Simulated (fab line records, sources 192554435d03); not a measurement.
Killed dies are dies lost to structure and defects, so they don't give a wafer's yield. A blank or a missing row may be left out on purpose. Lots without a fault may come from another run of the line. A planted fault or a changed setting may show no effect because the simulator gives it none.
fab line records | flow n5_finfet
record lots=24 wafers=72 last_day=18
route steps=1938 shown BEOL_M5@1130 BEOL_M6@1208
lots that met no fault: from a run of the same line without faults
start_h: hours from the record's first day to the start of the lot's first wafer shown | wait_h: hours since the lot's step before | " the same as in the row above | L1.1+2: a row that stands for several wafers | - no value, or no start given | * or withheld: withheld | < > ~ a bound
route shown NAME@n: a module of which the file shows steps, and the number in the route of the first | usual: mean/standard deviation of fault-free wafers | same: alike in all rows | chamber/n: place in a boat | sites: the reading at each site | _std_site: their standard deviation | _edge_site: outer sites' mean less inner sites' | radius_mm: how far each site lies from the wafer's centre | mask NAME#n: copy n | behind: the tool/chamber that last shaped the wafer | hold: why the lot was held/for how many hours/how that ended | device: the transistor (n, p or np) that didn't switch | end of line: the same wafers' tests at the end of the route | a step without rows: its recipe alone | killed: dies lost to structure and defects at the first sort, not the wafer's yield | map: a wafer's dies, x killed, . not, _ none there
set.NAME: the setting as run; set.NAME@STEP: as run at that earlier step | model.NAME: the simulator's own value behind a step, which no gauge read
steps of the route over a sample of lots; a table a step, a row a wafer
services: from which hour (start_h, from the record's first day; less than 0 if before it) a tool's chamber was out of use, for how many hours, and why
## steps
# step N5_BEOL_M5_ETCH_72
# recipe chemistry=N2/H2 target=underlayer target_depth_a=65 mask_material=CAR-EUV time_s=5.2 ion_energy_ev=200 pressure_mtorr=30 source_w=840 bias_w=150 n2_flow_sccm=200 h2_flow_sccm=200 ends=cleared
# usual drypump_motor_current_A=5.8/0.55 etch_rf_on_time_s=5.23/0.21 oes_product_au=0.65/0.082 rf_vpp_V=524.0/2.6 showerhead_plenum_p_Torr=2.55/0.086 throttle_valve_pct=17.8/0.32
# columns lot.wafer tool chamber start_h wait_h drypump_motor_current_A etch_rf_on_time_s oes_product_au rf_hours_counter_h rf_vpp_V showerhead_plenum_p_Torr throttle_valve_pct
L074.4 rie_diel-06 0 170.09 0.0 5.9 5.18 0.62 194 524.6 2.65 18.1
L074.5 " 0 " " 5.9 5.16 0.62 - 526.0 2.65 18.1
L074.6 " 1 " " 5.4 5.20 0.71 - 523.5 2.56 17.2
L075.3 rie_diel-02 0 175.25 0.0 6.4 4.90 0.85 8 523.8 2.59 17.3
L075.4 " 2 " " 6.3 5.17 0.62 183 521.1 2.43 17.9
L075.5 " 0 " " 6.4 4.94 0.84 - 526.5 2.59 17.3
L076.2 rie_diel-06 3 177.06 0.0 5.2 4.96 0.63 171 519.3 2.44 18.1
L076.3 " 2 " " 6.2 5.06 0.76 33 523.2 2.48 17.8
L076.4 " 1 " " 5.4 5.19 0.71 59 525.4 2.56 17.2
L077.3 rie_diel-06 2 194.00 0.0 6.2 5.08 0.75 37 522.0 2.47 17.8
L077.4 " 1 " " 5.4 5.22 0.69 63 525.4 2.56 17.2
L077.5 " 3 " " 5.2 5.15 0.62 - 520.2 2.44 18.1
L078.1 rie_diel-04 0 196.27 0.0 5.4 5.44 0.62 156 526.6 2.66 17.9
L078.2 " 1 " " 6.2 5.29 0.61 201 527.2 2.65 17.7
L078.4 " 3 " " 5.9 5.58 0.56 237 519.8 2.40 17.8
L080.1 rie_diel-04 2 204.15 0.0 4.9 5.33 0.62 207 525.6 2.62 17.7
L080.2 " 0 " " 5.3 5.47 0.63 159 525.7 2.66 17.9
L080.5 " 0 " " 5.3 5.44 0.62 - 528.6 2.66 17.9
L079.1 rie_diel-06 1 204.72 0.0 5.4 5.16 0.70 66 525.4 2.55 17.2
L079.3 " 2 " " 6.2 5.06 0.75 39 522.6 2.47 17.9
L079.4 " 3 " " 5.2 5.04 0.62 177 522.2 2.44 18.1
L081.2 rie_diel-02 3 213.12 0.0 6.5 5.62 0.58 199 523.2 2.54 18.0
L081.3 " 2 " " 6.3 5.08 0.62 195 520.4 2.43 17.9
L081.6 " 2 " " 6.4 5.11 0.62 - 519.1 2.43 17.9
L083.3 rie_diel-02 2 225.27 0.0 6.3 5.13 0.61 198 518.2 2.43 18.0
L083.5 " 0 " " 6.4 4.83 0.82 - 525.5 2.59 17.3
L083.6 " 2 " " 6.3 5.10 0.61 - 521.0 2.43 18.0
L082.1 rie_diel-04 3 225.47 0.0 5.9 5.51 0.57 246 519.5 2.39 17.8
L082.4 " 1 " " 6.3 5.38 0.59 211 525.9 2.64 17.7
L082.5 " 1 " " 6.3 5.37 0.60 - 524.1 2.64 17.7
L084.3 rie_diel-04 1 228.91 0.0 6.3 5.27 0.61 213 529.5 2.64 17.8
L084.4 " 2 " " 4.9 5.24 0.61 215 526.3 2.62 17.7
L084.6 " 3 " " 5.9 5.49 0.57 - 520.1 2.39 17.8
L085.1 rie_diel-02 2 238.46 0.0 6.4 5.18 0.61 202 521.0 2.43 17.9
L085.3 " 0 " " 6.4 4.92 0.80 25 526.8 2.59 17.3
L085.5 " 0 " " 6.4 4.85 0.80 - 525.1 2.59 17.3
L086.1 rie_diel-04 0 251.04 0.0 5.3 5.41 0.62 175 527.3 2.65 17.9
L086.2 " 2 " " 4.8 5.22 0.61 222 526.2 2.61 17.7
L086.6 " 1 " " 6.3 5.36 0.60 - 526.7 2.64 17.8
L087.1 rie_diel-06 2 253.33 0.0 6.2 5.12 0.73 52 522.3 2.47 17.8
L087.5 " 0 " " 5.9 5.32 0.59 - 526.4 2.64 18.2
L087.6 " 1 " " 5.4 5.22 0.68 - 525.0 2.55 17.3
L089.3 rie_diel-04 1 277.64 0.0 6.2 5.29 0.59 230 524.0 2.63 17.8
L089.5 " 2 " " 4.9 5.27 0.60 - 526.5 2.61 17.8
L089.6 " 1 " " 6.3 5.33 0.59 - 526.6 2.63 17.8
L088.1 rie_diel-02 2 283.75 0.0 6.3 5.11 0.61 216 519.2 2.42 18.0
L088.2 " 3 " " 6.5 5.68 0.56 220 522.2 2.53 18.0
L088.5 " 0 " " 6.4 4.92 0.79 - 522.3 2.58 17.3
L090.1 rie_diel-02 3 288.77 0.0 6.4 5.60 0.57 222 524.3 2.53 18.0
L090.4 " 3 " " 6.4 5.64 0.57 - 523.0 2.53 18.0
L090.5 " 0 " " 6.4 4.90 0.79 - 525.5 2.58 17.3
L091.2 rie_diel-04 0 289.00 0.0 5.3 5.42 0.61 187 525.4 2.65 18.0
L091.3 " 3 " " 5.9 5.23 0.81 7 526.5 2.71 17.4
L091.5 " 0 " " 5.3 5.34 0.62 - 526.7 2.64 18.0
L092.1 rie_diel-06 2 289.84 0.0 6.2 5.17 0.72 61 522.8 2.46 17.9
L092.4 " 1 " " 5.5 5.28 0.67 90 525.4 2.54 17.2
L092.6 " 2 " " 6.2 5.13 0.72 - 522.9 2.46 17.9
L093.1 rie_diel-02 2 291.37 0.0 6.3 5.16 0.60 219 521.8 2.42 18.0
L093.2 " 1 " " 5.1 5.02 0.85 1 524.7 2.60 17.2
L093.6 " 0 " " 6.4 4.93 0.77 - 523.7 2.58 17.3
L094.3 rie_diel-02 2 304.70 0.0 6.3 5.11 0.61 223 519.9 2.42 18.0
L094.4 " 0 " " 6.4 4.97 0.78 46 524.5 2.58 17.3
L094.6 " 0 " " 6.5 4.88 0.77 - 525.4 2.58 17.3
L095.1 rie_diel-06 0 311.74 0.0 5.9 5.25 0.59 231 525.9 2.63 18.2
L095.5 " 3 " " 5.2 5.14 0.59 - 518.9 2.43 18.1
L095.6 " 2 " " 6.2 5.19 0.71 - 522.5 2.46 17.9
L097.3 rie_diel-02 2 320.42 0.0 6.3 5.19 0.60 227 522.1 2.42 18.0
L097.4 " 1 " " 5.1 5.05 0.82 9 524.2 2.60 17.2
L097.6 " 0 " " 6.5 4.90 0.76 - 527.0 2.58 17.3
L096.1 rie_diel-06 1 322.77 0.0 5.4 5.29 0.67 99 524.3 2.54 17.3
L096.2 " 0 " " 5.9 5.26 0.59 234 523.8 2.63 18.2
L096.4 " 3 " " 5.2 5.10 0.60 207 520.7 2.43 18.1
# step N5_BEOL_M5_OVL_MEAS_29
# recipe points_per_wafer=522
# usual V4_OVL=-0.4/0.7
# columns lot.wafer tool chamber start_h wait_h V4_OVL[nm]
L074.4 overlay-01 0 173.33 0.0 -0.4
L074.5 " 0 " " -0.1
L074.6 " 0 " " -0.6
L075.3 overlay-01 0 180.50 0.0 -0.3
L075.4 " 0 " " -0.9
L075.5 " 0 " " -0.4
L076.2 overlay-02 0 180.79 0.0 -0.9
L076.3 " 0 " " 0.1
L076.4 " 0 " " -0.7
L077.3 overlay-01 0 194.87 0.0 0.2
L077.4 " 0 " " -0.3
L077.5 " 0 " " 0.3
L078.1 overlay-02 0 198.71 0.0 -0.1
L078.2 " 0 " " -0.3
L078.4 " 0 " " -0.6
L080.1 overlay-02 0 205.22 0.0 -1.1
L080.2 " 0 " " -0.9
L080.5 " 0 " " -0.6
L079.1 overlay-02 0 205.50 0.0 -0.1
L079.3 " 0 " " -0.1
L079.4 " 0 " " -0.9
L081.2 overlay-02 0 213.94 0.0 -1.7
L081.3 " 0 " " 0.6
L081.6 " 0 " " -1.0
L083.3 overlay-01 0 226.16 0.0 -0.6
L083.5 " 0 " " -0.9
L083.6 " 0 " " -1.0
L082.1 overlay-02 0 227.38 0.0 -0.8
L082.4 " 0 " " -1.0
L082.5 " 0 " " -0.5
L084.3 overlay-01 0 229.98 0.0 0.2
L084.4 " 0 " " -0.7
L084.6 " 0 " " -0.8
L085.1 overlay-02 0 239.30 0.0 -1.6
L085.3 " 0 " " -1.5
L085.5 " 0 " " -0.6
L086.1 overlay-02 0 252.12 0.0 -0.2
L086.2 " 0 " " -1.2
L086.6 " 0 " " 0.6
L087.1 overlay-02 0 258.28 0.0 -0.2
L087.5 " 0 " " -0.1
L087.6 " 0 " " -0.8
L089.3 overlay-01 0 278.56 0.0 -0.7
L089.5 " 0 " " 1.2
L089.6 " 0 " " 0.7
L088.1 overlay-02 0 284.52 0.0 -0.9
L088.2 " 0 " " -0.8
L088.5 " 0 " " -1.3
L090.1 overlay-01 0 289.63 0.0 -1.7
L090.4 " 0 " " -0.2
L090.5 " 0 " " -1.3
L091.2 overlay-02 0 289.87 0.0 -1.2
L091.3 " 0 " " 1.1
L091.5 " 0 " " -0.4
L093.1 overlay-02 0 297.21 0.0 -1.6
L093.2 " 0 " " -0.2
L093.6 " 0 " " -0.6
L092.1 overlay-01 0 297.26 0.0 -0.2
L092.4 " 0 " " 0.1
L092.6 " 0 " " 0.7
L094.3 overlay-02 0 306.21 0.0 -0.5
L094.4 " 0 " " -0.5
L094.6 " 0 " " -0.2
L095.1 overlay-01 0 313.02 0.0 0.4
L095.5 " 0 " " 0.4
L095.6 " 0 " " 0.0
L097.3 overlay-01 0 321.17 0.0 -1.3
L097.4 " 0 " " -0.3
L097.6 " 0 " " -0.1
L096.1 overlay-02 0 323.94 0.0 0.5
L096.2 " 0 " " -1.3
L096.4 " 0 " " -1.4
# step N5_BEOL_M5_STRIP_36
# recipe chemistry=N2/H2 power_w=450 temp_c=40 pressure_mtorr=20 rf_frequency_hz=6e+07 overash_fraction=0.3 bias_power_w=7 h2_frac=0.5 n2_flow_sccm=200 h2_flow_sccm=200
# usual drypump_motor_current_A=5.8/0.54 oes_product_au=0.76/0.095 rf_vpp_V=59.2/1.5 showerhead_plenum_p_Torr=2.57/0.089 throttle_valve_pct=23.5/0.4
# columns lot.wafer tool chamber start_h wait_h drypump_motor_current_A oes_product_au rf_hours_counter_h rf_vpp_V showerhead_plenum_p_Torr throttle_valve_pct
L074.4 rie_diel-02 2 173.63 0.0 6.3 0.75 182 61.7 2.43 23.7
L074.5 " 1 " " 5.1 0.69 - 57.7 2.61 23.4
L074.6 " 0 " " 6.4 0.96 - 60.1 2.59 22.8
L075.3 rie_diel-06 0 180.80 0.0 5.9 0.73 197 55.9 2.65 23.9
L075.4 " 3 " " 5.2 0.72 171 54.9 2.44 24.1
L075.5 " 0 " " 5.9 0.74 - 60.0 2.65 23.9
L076.2 rie_diel-06 0 181.19 0.0 5.9 0.73 197 59.2 2.65 23.9
L076.3 " 1 " " 5.4 0.85 60 60.4 2.55 22.7
L076.4 " 2 " " 6.2 0.91 33 60.6 2.47 23.5
L077.3 rie_diel-04 3 195.23 0.0 5.9 0.69 237 57.2 2.39 23.4
L077.4 " 1 " " 6.3 0.72 201 62.0 2.64 23.5
L077.5 " 1 " " 6.3 0.73 - 59.0 2.64 23.5
L078.1 rie_diel-02 3 199.03 0.0 6.4 0.71 195 60.6 2.53 23.7
L078.2 " 0 " " 6.4 0.97 14 59.9 2.59 22.8
L078.4 " 1 " " 5.1 0.68 231 57.8 2.61 23.4
L080.1 rie_diel-04 1 205.54 0.0 6.3 0.72 205 58.9 2.64 23.5
L080.2 " 0 " " 5.3 0.75 159 56.5 2.65 23.5
L080.5 " 0 " " 5.3 0.75 - 61.8 2.65 23.6
L079.1 rie_diel-02 0 205.82 0.0 6.5 0.96 17 59.6 2.59 22.8
L079.3 " 2 " " 6.4 0.73 193 61.5 2.43 23.7
L079.4 " 1 " " 5.1 0.69 234 59.7 2.60 23.4
L081.2 rie_diel-02 3 214.25 0.0 6.5 0.71 199 58.5 2.53 23.7
L081.3 " 2 " " 6.3 0.74 195 58.5 2.43 23.7
L081.6 " 3 " " 6.5 0.70 - 58.0 2.53 23.7
L083.3 rie_diel-06 2 226.68 0.0 6.2 0.86 45 59.4 2.47 23.5
L083.5 " 3 " " 5.2 0.70 - 57.3 2.43 24.2
L083.6 " 0 " " 5.9 0.72 - 61.3 2.64 23.9
L082.1 rie_diel-06 2 227.70 0.0 6.2 0.86 45 57.4 2.47 23.5
L082.4 " 0 " " 5.9 0.71 209 58.7 2.64 23.9
L082.5 " 1 " " 5.4 0.82 - 59.5 2.55 22.7
L084.3 rie_diel-04 1 230.28 0.0 6.3 0.71 214 59.9 2.64 23.5
L084.4 " 2 " " 4.9 0.71 215 58.3 2.61 23.3
L084.6 " 3 " " 5.9 0.68 - 59.0 2.39 23.5
L085.1 rie_diel-04 2 239.62 0.0 4.9 0.72 218 59.4 2.61 23.3
L085.3 " 0 " " 5.3 0.72 171 60.4 2.65 23.5
L085.5 " 1 " " 6.2 0.70 - 59.1 2.64 23.5
L086.1 rie_diel-02 2 252.73 0.0 6.3 0.75 208 59.6 2.42 23.7
L086.2 " 0 " " 6.4 0.92 30 59.6 2.58 22.8
L086.6 " 3 " " 6.5 0.71 - 59.8 2.53 23.7
L087.1 rie_diel-06 0 259.17 0.0 5.9 0.72 219 60.7 2.64 23.9
L087.5 " 1 " " 5.5 0.81 - 59.8 2.54 22.7
L087.6 " 2 " " 6.2 0.84 - 58.5 2.46 23.6
L089.3 rie_diel-06 2 278.87 0.0 6.2 0.84 59 56.7 2.46 23.6
L089.5 " 0 " " 5.9 0.70 - 59.7 2.63 23.9
L089.6 " 3 " " 5.2 0.70 - 57.7 2.43 24.2
L088.1 rie_diel-06 1 284.84 0.0 5.4 0.80 88 58.7 2.54 22.7
L088.2 " 3 " " 5.2 0.69 198 56.3 2.43 24.2
L088.5 " 1 " " 5.4 0.79 - 59.7 2.54 22.7
L090.1 rie_diel-04 3 290.07 0.0 5.9 0.97 7 58.1 2.70 23.1
L090.4 " 2 " " 4.9 0.71 234 58.4 2.60 23.3
L090.5 " 2 " " 4.8 0.70 - 61.0 2.60 23.3
L091.2 rie_diel-02 2 290.45 0.0 6.4 0.71 219 58.6 2.42 23.8
L091.3 " 1 " " 5.1 0.99 0 59.4 2.60 22.9
L091.5 " 2 " " 6.3 0.72 - 56.9 2.42 23.8
L093.1 rie_diel-04 0 297.53 0.0 5.3 0.71 189 60.9 2.64 23.6
L093.2 " 2 " " 4.9 0.70 236 58.5 2.60 23.4
L093.6 " 1 " " 6.3 0.68 - 57.8 2.63 23.5
L092.1 rie_diel-04 1 297.92 0.0 6.3 0.70 235 59.9 2.63 23.5
L092.4 " 0 " " 5.3 0.72 189 59.8 2.64 23.6
L092.6 " 3 " " 5.9 0.98 - 60.9 2.70 23.1
L094.3 rie_diel-04 1 306.72 0.0 6.3 0.69 238 60.7 2.63 23.5
L094.4 " 3 " " 5.9 0.96 12 60.1 2.70 23.1
L094.6 " 2 " " 4.9 0.70 - 58.0 2.60 23.4
L095.1 rie_diel-04 3 313.34 0.0 5.9 0.96 13 57.9 2.70 23.1
L095.5 " 0 " " 5.3 0.71 - 60.6 2.64 23.6
L095.6 " 1 " " 6.3 0.68 - 57.2 2.63 23.5
L097.3 rie_diel-04 1 321.48 0.0 6.2 0.69 241 61.9 2.62 23.6
L097.4 " 3 " " 5.9 0.95 16 58.9 2.70 23.1
L097.6 " 0 " " 5.3 0.72 - 59.0 2.64 23.6
L096.1 rie_diel-02 0 324.25 0.0 6.4 0.88 51 57.8 2.57 22.8
L096.2 " 3 " " 6.5 0.69 233 59.0 2.52 23.7
L096.4 " 1 " " 5.1 0.94 10 59.2 2.59 22.9
# step N5_BEOL_M5_ANNEAL_89
# recipe temp_c=400 time_s=1800 ambient=vacuum
# usual heater_power_w=914/87
# columns lot.wafer tool chamber start_h wait_h heater_power_w
L074.4 pvd_sputter-02 - 181.84 0.0 748
L074.5 " - " " 922
L074.6 " - " " 766
L075.3 pvd_sputter-03 - 185.60 0.0 808
L075.4 " - " " 1018
L075.5 " - " " 910
L076.2 pvd_sputter-01 - 186.23 0.0 887
L076.3 " - " " 1028
L076.4 " - " " 834
L077.3 pvd_sputter-03 - 200.01 0.0 821
L077.4 " - " " 1010
L077.5 " - " " 1024
L078.1 pvd_sputter-02 - 204.27 0.0 919
L078.2 " - " " 774
L078.4 " - " " 898
L080.1 pvd_sputter-01 - 210.87 0.0 1064
L080.2 " - " " 853
L080.5 " - " " 1045
L079.1 pvd_sputter-03 - 211.65 0.0 827
L079.3 " - " " 832
L079.4 " - " " 926
L081.2 pvd_sputter-03 - 220.78 0.0 846
L081.3 " - " " 827
L081.6 " - " " 940
L083.3 pvd_sputter-03 - 231.94 0.0 807
L083.5 " - " " 837
L083.6 " - " " 833
L082.1 pvd_sputter-02 - 232.61 0.0 922
L082.4 " - " " 998
L082.5 " - " " 768
L084.3 pvd_sputter-03 - 236.37 0.0 836
L084.4 " - " " 1000
L084.6 " - " " 856
L085.1 pvd_sputter-02 - 244.60 0.0 925
L085.3 " - " " 764
L085.5 " - " " 1010
L086.1 pvd_sputter-02 - 257.58 0.0 1012
L086.2 " - " " 920
L086.6 " - " " 896
L087.1 pvd_sputter-02 - 263.77 0.0 1018
L087.5 " - " " 880
L087.6 " - " " 753
L089.3 pvd_sputter-03 - 283.72 0.0 806
L089.5 " - " " 1009
L089.6 " - " " 934
L088.1 pvd_sputter-02 - 289.73 0.0 1021
L088.2 " - " " 764
L088.5 " - " " 1016
L090.1 pvd_sputter-02 - 296.29 0.0 933
L090.4 " - " " 774
L090.5 " - " " 903
L091.2 pvd_sputter-03 - 297.00 0.0 915
L091.3 " - " " 996
L091.5 " - " " 1007
L093.1 pvd_sputter-01 - 302.58 0.0 880
L093.2 " - " " 1023
L093.6 " - " " 1004
L092.1 pvd_sputter-03 - 304.41 0.0 827
L092.4 " - " " 927
L092.6 " - " " 833
L094.3 pvd_sputter-03 - 311.56 0.0 940
L094.4 " - " " 827
L094.6 " - " " 991
L095.1 pvd_sputter-01 - 318.58 0.0 1012
L095.5 " - " " 857
L095.6 " - " " 891
L097.3 pvd_sputter-01 - 327.34 0.0 1031
L097.4 " - " " 1000
L097.6 " - " " 906
L096.1 pvd_sputter-03 - 329.77 0.0 950
L096.2 " - " " 828
L096.4 " - " " 826
# step N5_BEOL_M5_SPUTTER_90
# recipe material=Cu target_thk_a=45 temp_c=-20 chamber_pressure_pa=0.07 power_w=withheld time_s=8.29
# usual substrate_temp_c=-20.00/0.1 throttle_valve_pct=30.1/0.83
# columns lot.wafer tool chamber start_h wait_h substrate_temp_c throttle_valve_pct
L074.4 pvd_sputter-02 - 182.85 0.5 -20.03 30.0
L074.5 " - " " -20.02 30.2
L074.6 " - " " -19.99 29.6
L075.3 pvd_sputter-03 - 186.60 0.5 -20.07 29.1
L075.4 " - " " -20.25 29.9
L075.5 " - " " -20.11 31.5
L076.2 pvd_sputter-01 - 187.23 0.5 -19.98 28.5
L076.3 " - " " -19.97 30.5
L076.4 " - " " -19.90 28.7
L077.3 pvd_sputter-03 - 201.02 0.5 -19.89 30.8
L077.4 " - " " -20.30 29.8
L077.5 " - " " -20.14 29.9
L078.1 pvd_sputter-02 - 205.27 0.5 -20.03 30.1
L078.2 " - " " -19.96 30.1
L078.4 " - " " -20.14 30.0
L080.1 pvd_sputter-01 - 211.88 0.5 -19.95 30.1
L080.2 " - " " -20.12 28.9
L080.5 " - " " -19.98 30.0
L079.1 pvd_sputter-03 - 212.66 0.5 -19.87 31.0
L079.3 " - " " -19.88 29.3
L079.4 " - " " -20.09 31.5
L081.2 pvd_sputter-03 - 221.79 0.5 -19.96 29.1
L081.3 " - " " -20.03 31.1
L081.6 " - " " -20.01 31.7
L083.3 pvd_sputter-03 - 232.95 0.5 -20.04 29.3
L083.5 " - " " -19.96 29.2
L083.6 " - " " -20.06 31.1
L082.1 pvd_sputter-02 - 233.62 0.5 -19.94 29.9
L082.4 " - " " -20.17 29.6
L082.5 " - " " -20.01 30.0
L084.3 pvd_sputter-03 - 237.38 0.5 -19.97 30.8
L084.4 " - " " -19.98 30.2
L084.6 " - " " -20.07 31.1
L085.1 pvd_sputter-02 - 245.61 0.5 -20.20 30.3
L085.3 " - " " -19.96 29.9
L085.5 " - " " -19.92 29.8
L086.1 pvd_sputter-02 - 258.58 0.5 -19.89 29.9
L086.2 " - " " -19.93 29.8
L086.6 " - " " -19.96 29.8
L087.1 pvd_sputter-02 - 264.77 0.5 -19.96 30.1
L087.5 " - " " -19.94 29.9
L087.6 " - " " -20.02 30.3
L089.3 pvd_sputter-03 - 284.73 0.5 -20.13 29.3
L089.5 " - " " -20.07 30.4
L089.6 " - " " -20.00 31.8
L088.1 pvd_sputter-02 - 290.73 0.5 -19.96 29.5
L088.2 " - " " -19.95 30.1
L088.5 " - " " -20.08 29.8
L090.1 pvd_sputter-02 - 297.30 0.5 -19.90 30.0
L090.4 " - " " -20.02 30.0
L090.5 " - " " -20.01 29.9
L091.2 pvd_sputter-03 - 298.01 0.5 -20.17 31.8
L091.3 " - " " -20.09 30.2
L091.5 " - " " -20.04 30.1
L093.1 pvd_sputter-01 - 303.59 0.5 -19.89 28.4
L093.2 " - " " -20.13 30.2
L093.6 " - " " -19.92 30.8
L092.1 pvd_sputter-03 - 305.42 0.5 -20.04 31.2
L092.4 " - " " -19.85 31.5
L092.6 " - " " -20.16 29.3
L094.3 pvd_sputter-03 - 312.56 0.5 -20.01 31.7
L094.4 " - " " -19.98 29.2
L094.6 " - " " -20.11 30.0
L095.1 pvd_sputter-01 - 319.58 0.5 -20.09 30.7
L095.5 " - " " -19.94 28.8
L095.6 " - " " -20.00 28.5
L097.3 pvd_sputter-01 - 328.35 0.5 -20.00 30.5
L097.4 " - " " -20.04 30.7
L097.6 " - " " -19.85 28.6
L096.1 pvd_sputter-03 - 330.78 0.5 -20.04 31.6
L096.2 " - " " -19.87 29.1
L096.4 " - " " -19.93 30.9
# step N5_BEOL_M6_OVL_MEAS_12
# recipe points_per_wafer=44
# usual M6_OVL=0.3/0.83
# columns lot.wafer tool chamber start_h wait_h M6_OVL[nm]
L074.4 overlay-02 0 190.42 0.0 0.1
L074.5 " 0 " " 0.6
L074.6 " 0 " " 0.1
L075.3 overlay-01 0 190.46 0.0 -0.3
L075.4 " 0 " " -0.1
L075.5 " 0 " " 0.5
L076.2 overlay-02 0 190.95 0.0 0.8
L076.3 " 0 " " 0.6
L076.4 " 0 " " -0.1
L077.3 overlay-01 0 204.11 0.0 0.9
L077.4 " 0 " " 1.2
L077.5 " 0 " " 0.8
L078.1 overlay-01 0 208.96 0.0 0.8
L078.2 " 0 " " 0.2
L078.4 " 0 " " 0.8
L080.1 overlay-01 0 214.26 0.0 0.7
L080.2 " 0 " " 0.1
L080.5 " 0 " " 0.3
L079.1 overlay-02 0 217.87 0.0 -1.0
L079.3 " 0 " " -0.7
L079.4 " 0 " " 0.2
L081.2 overlay-02 0 225.19 0.0 1.1
L081.3 " 0 " " 1.2
L081.6 " 0 " " 2.5
L083.3 overlay-02 0 237.64 0.0 0.8
L083.5 " 0 " " 0.3
L083.6 " 0 " " 1.3
L082.1 overlay-02 0 237.96 0.0 -2.1
L082.4 " 0 " " -0.3
L082.5 " 0 " " -0.8
L084.3 overlay-01 0 240.79 0.0 -1.1
L084.4 " 0 " " -0.3
L084.6 " 0 " " -1.1
L085.1 overlay-02 0 248.02 0.0 -0.4
L085.3 " 0 " " -1.0
L085.5 " 0 " " -0.6
L086.1 overlay-01 0 263.71 0.0 0.1
L086.2 " 0 " " 1.3
L086.6 " 0 " " 0.8
L087.1 overlay-02 0 271.66 0.0 0.9
L087.5 " 0 " " 0.8
L087.6 " 0 " " 0.6
L089.3 overlay-01 0 290.07 0.0 0.4
L089.5 " 0 " " -0.9
L089.6 " 0 " " -0.2
L088.1 overlay-01 0 298.28 0.0 1.2
L088.2 " 0 " " 1.2
L088.5 " 0 " " 1.8
L090.1 overlay-02 0 303.60 0.0 0.1
L090.4 " 0 " " -0.5
L090.5 " 0 " " -0.1
L091.2 overlay-02 0 303.88 0.0 0.0
L091.3 " 0 " " -0.5
L091.5 " 0 " " -0.2
L093.1 overlay-02 0 307.52 0.0 -0.3
L093.2 " 0 " " -0.2
L093.6 " 0 " " -0.9
L092.1 overlay-01 0 308.76 0.0 0.7
L092.4 " 0 " " 0.8
L092.6 " 0 " " 1.6
L094.3 overlay-01 0 315.41 0.0 1.2
L094.4 " 0 " " 1.0
L094.6 " 0 " " 2.0
L095.1 overlay-02 0 323.21 0.0 0.2
L095.5 " 0 " " -0.6
L095.6 " 0 " " -1.2
L097.3 overlay-01 0 331.54 0.0 0.1
L097.4 " 0 " " 0.4
L097.6 " 0 " " -0.1
L096.1 overlay-01 0 336.82 0.0 0.7
L096.2 " 0 " " 0.5
L096.4 " 0 " " 1.0
## services
# columns tool chamber start_h hours kind
pvd_sputter-03 - 155.67 1.6 repair
pvd_sputter-01 - 176.49 2.6 repair
rie_diel-04 3 180.80 1.6 repair
rie_diel-02 1 222.31 5.3 repair
pvd_sputter-01 - 234.69 2.1 repair
rie_diel-04 3 237.79 - clean
rie_diel-04 3 237.79 - consumable_replace:focus_ring
rie_diel-04 3 237.79 - consumable_replace:showerhead
rie_diel-04 3 237.79 23.2 scheduled_down
rie_diel-04 3 237.79 23.2 vent_cycle
pvd_sputter-01 - 256.70 7.0 repair
rie_diel-02 1 267.30 - clean
rie_diel-02 1 267.30 - consumable_replace:esc
rie_diel-02 1 267.30 - consumable_replace:focus_ring
rie_diel-02 1 267.30 22.7 scheduled_down
rie_diel-02 1 267.30 22.7 vent_cycle
## key
fault none
